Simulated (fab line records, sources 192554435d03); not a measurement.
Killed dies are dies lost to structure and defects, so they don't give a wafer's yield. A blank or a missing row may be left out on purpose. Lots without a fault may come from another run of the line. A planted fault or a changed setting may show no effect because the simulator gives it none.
Which tool did it? | flow n5_finfet | 22 lots, 66 wafers sampled, at 2 steps of a route of 1938

WHAT THE GAUGES READ, wafer by wafer
N5_HKMG_FIN_THK_MEAS_70: measures by xrf. Usual: HK_THK 1.604 nm, standard deviation 0.021.
lot  | measured    | on            | HK_THK (nm)       | flag
L074 | day 4 03:01 | film_metro-02 | 1.592 1.624 1.591 |
L075 | day 4 07:11 | film_metro-02 | 1.578 1.614 1.607 |
L076 | day 4 13:55 | film_metro-01 | 1.602 1.623 1.602 |
L077 | day 4 21:12 | film_metro-02 | 1.576 1.626 1.593 |
L078 | day 5 00:53 | film_metro-01 | 1.620 1.608 1.624 |
L079 | day 5 11:08 | film_metro-02 | 1.588 1.601 1.603 |
L080 | day 5 13:44 | film_metro-02 | 1.629 1.609 1.620 |
L082 | day 6 05:05 | film_metro-02 | 1.607 1.595 1.593 |
L083 | day 6 07:18 | film_metro-02 | 1.589 1.606 1.627 |
L084 | day 6 19:36 | film_metro-01 | 1.579 1.608 1.605 |
L085 | day 6 23:05 | film_metro-02 | 1.649 1.635 1.557 |
L086 | day 7 06:19 | film_metro-01 | 1.594 1.593 1.597 |
L087 | day 7 11:52 | film_metro-02 | 1.609 1.592 1.593 |
L088 | day 7 13:15 | film_metro-02 | 1.601 1.642 1.603 |
L089 | day 7 20:04 | film_metro-01 | 1.609 1.606 1.608 |
L090 | day 8 02:02 | film_metro-02 | 1.609 1.594 1.662 |
L091 | day 8 06:14 | film_metro-02 | 1.607 1.587 1.548 |
L092 | day 8 17:05 | film_metro-02 | 1.580 1.602 1.629 |
L093 | day 8 22:51 | film_metro-01 | 1.608 1.616 1.597 |
L095 | day 9 14:05 | film_metro-01 | 1.619 1.599 1.636 |
L097 | day 9 22:29 | film_metro-01 | 1.616 1.631 1.631 |
L096 | day 9 23:14 | film_metro-01 | 1.603 1.588 1.605 |

WHICH TOOL RAN EACH LOT (tool, then ch and the chambers of the sampled wafers, then the start)
lot  | N5_HKMG_FIN_STRIP_60
L074 | plasma_asher-02 ch 0,1, day 4 01:35
L075 | plasma_asher-01 ch 0,1, day 4 05:39
L076 | plasma_asher-02 ch 0,1, day 4 12:19
L077 | plasma_asher-02 ch 0,1, day 4 19:47
L078 | plasma_asher-02 ch 0,1, day 4 23:21
L079 | plasma_asher-01 ch 0,1, day 5 09:22
L080 | plasma_asher-01 ch 0,1, day 5 12:10
L082 | plasma_asher-02 ch 0,1, day 6 03:26
L083 | plasma_asher-02 ch 0,1, day 6 05:48
L084 | plasma_asher-01 ch 0,1, day 6 17:42
L085 | plasma_asher-02 ch 0,1, day 6 21:32
L086 | plasma_asher-01 ch 0,1, day 7 04:35
L087 | plasma_asher-02 ch 0,1, day 7 10:20
L088 | plasma_asher-01 ch 0,1, day 7 11:43
L089 | plasma_asher-01 ch 0,1, day 7 18:40
L090 | plasma_asher-02 ch 0,1, day 8 00:27
L091 | plasma_asher-02 ch 0,1, day 8 04:34
L092 | plasma_asher-01 ch 0, day 8 15:22
L093 | plasma_asher-01 ch 0,1, day 8 21:03
L095 | plasma_asher-02 ch 0,1, day 9 12:34
L097 | plasma_asher-02 ch 0,1, day 9 20:56
L096 | plasma_asher-01 ch 0,1, day 9 21:46
- N5_HKMG_FIN_STRIP_60: strips in N2/H2, time 360 s.

WHAT THE TOOLS THEMSELVES READ (means of the sampled wafers that have a number; where no wafer has one, the mark that the record gives instead)
N5_HKMG_FIN_STRIP_60. Usual: drypump_motor_current_A 5.7 A, standard deviation 0.3; heater_power_w 499 W, standard deviation 42.
lot  | tool            | drypump_motor_current_A (A) | heater_power_w (W) | flag
L074 | plasma_asher-02 | 5.8                         | 517                |
L075 | plasma_asher-01 | 5.9                         | 492                |
L076 | plasma_asher-02 | 5.7                         | 513                |
L077 | plasma_asher-02 | 5.8                         | 522                |
L078 | plasma_asher-02 | 5.7                         | 511                |
L079 | plasma_asher-01 | 5.6                         | 463                |
L080 | plasma_asher-01 | 5.7                         | 457                |
L082 | plasma_asher-02 | 5.6                         | 520                |
L083 | plasma_asher-02 | 5.6                         | 517                |
L084 | plasma_asher-01 | 5.9                         | 494                |
L085 | plasma_asher-02 | 5.8                         | 516                |
L086 | plasma_asher-01 | 5.9                         | 498                |
L087 | plasma_asher-02 | 5.8                         | 510                |
L088 | plasma_asher-01 | 5.6                         | 457                |
L089 | plasma_asher-01 | 5.9                         | 496                |
L090 | plasma_asher-02 | 5.6                         | 515                |
L091 | plasma_asher-02 | 5.7                         | 514                |
L092 | plasma_asher-01 | 5.4                         | 417                |
L093 | plasma_asher-01 | 5.9                         | 496                |
L095 | plasma_asher-02 | 5.8                         | 522                |
L097 | plasma_asher-02 | 5.8                         | 519                |
L096 | plasma_asher-01 | 5.7                         | 467                |

THE ANSWER, worked out from the rows above alone
Rule: a lot is off if the mean of its wafers that have a number lies more than 3 standard deviations from the usual mean. A lot without any number at a reading at which 4 lots or more have one is off too. The other lots that the step has rows for count as sound. The gauges are gone through in route order, then the tools' own readings, and for those a lot's mean is taken as printed above. The first step at which some lot is off is used, and at that step the reading that is off furthest; a lot without a number counts as furthest.
No lot is off at any reading shown: from this, nothing can be told.

WHAT THE SIMULATOR HAD PUT IN
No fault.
